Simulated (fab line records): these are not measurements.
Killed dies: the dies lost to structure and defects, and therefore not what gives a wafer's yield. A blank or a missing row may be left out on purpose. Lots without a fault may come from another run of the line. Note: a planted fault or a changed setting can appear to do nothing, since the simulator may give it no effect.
Problem report in the 8D (eight disciplines) form, filled by code	flow n5-finfet	the parts of the form that need people (team, actions taken, sign-off) are left out

1. WHAT WENT WRONG
Wafers without a fault read 0.999 a.u. with a standard deviation of 0.018, while oes-product-au at N5_PMOS_HMC_CHANNEL_EPI_ETCH_38 averages 1.397 a.u. across 2 wafers of 1 lot. Measured from the usual mean, that is +22 standard deviations.
The step: etches SiO2 in CF4, target depth 1.5 nm.
First seen on wafer L417.3, day 6 13:56, on rie-si-04. Wafers with a number at this step in the record: 29, from 10 lots. The rule behind "out" and "out of limits": a value lying over 4 standard deviations away from the usual mean. The rest of the wafers with a number are treated as sound.

2. WHAT IT IS; WHAT IT IS NOT
question	is	is not
which readings at this step	oes-product-au	cf4-flow-sccm, drypump-motor-current-A, throttle-valve-pct
which lots	L417	L399, L400, L401, L403, L405, L407, L408, L409, L421
which wafers of those lots	all that have a number	-
read on which tools	rie-si-04	rie-si-02, rie-si-05
when	from day 6 13:56	up to then (24 sound wafers); but 3 sound wafers of L421 came after

3. SUSPECTS, AND WHAT RULES EACH OUT
Counting: any tool at a process step up to the reading is kept as a suspect provided that every lot that is out went through it and no sound lot did after the first of them.
- epi-rpcvd-03 at N5_WELL_APT_EPI_41 (deposits Si from SiH4/H2, target thk 50 nm, time 297.7 s): kept. It ran the lot that is out, L417 (day 6 12:00), and no sound lot after that; its last sound lot up to then is L405 (day 3 11:02).
- rie-si-04 at N5_PMOS_HMC_CHANNEL_EPI_ETCH_38 (etches SiO2 in CF4, target depth 1.5 nm): kept. It ran the lot that is out, L417 (day 6 13:56), and no sound lot after that; its last sound lot up to then is L409 (day 4 12:26). Its own oes-product-au readings are out on those wafers.
Remaining after the count are epi-rpcvd-03 at N5_WELL_APT_EPI_41 and rie-si-04 at N5_PMOS_HMC_CHANNEL_EPI_ETCH_38.

4. THE CAUSE (what the simulator had put in)
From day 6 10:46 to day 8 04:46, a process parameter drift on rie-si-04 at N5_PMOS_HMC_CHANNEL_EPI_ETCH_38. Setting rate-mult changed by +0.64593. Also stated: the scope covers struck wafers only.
Counting leaves 2 suspects; this tool is one of them.

5. SEQUENCE OF EFFECTS, ordered by route
Rows list readings where the struck wafers' mean (over those with a number) sits beyond 3 standard deviations from the usual. Scope: only readings with a usual standard deviation given in the record; hours: median across lots of the time from each lot's start at the first step in this table that gives one to its start at this step; sigmas: change in usual standard deviations.
hours	step	reading	usual	on struck wafers	change	sigmas
0	N5_PMOS_HMC_CHANNEL_EPI_ETCH_38	oes-product-au	0.999 a.u.	1.397	+0.398	+22
Its process steps:
- N5_PMOS_HMC_CHANNEL_EPI_ETCH_38: etches SiO2 in CF4, target depth 1.5 nm.
At these later measuring or inspecting steps, every struck wafer for which the step has a row has a number for every such reading, and none has moved that far: N5_BEOL_M4_RC_MEAS_101.

6. WHAT WOULD HAVE CAUGHT IT SOONER
In this record no reading fell out of limits until day 6 13:56, 3 hours after the fault had begun at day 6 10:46.
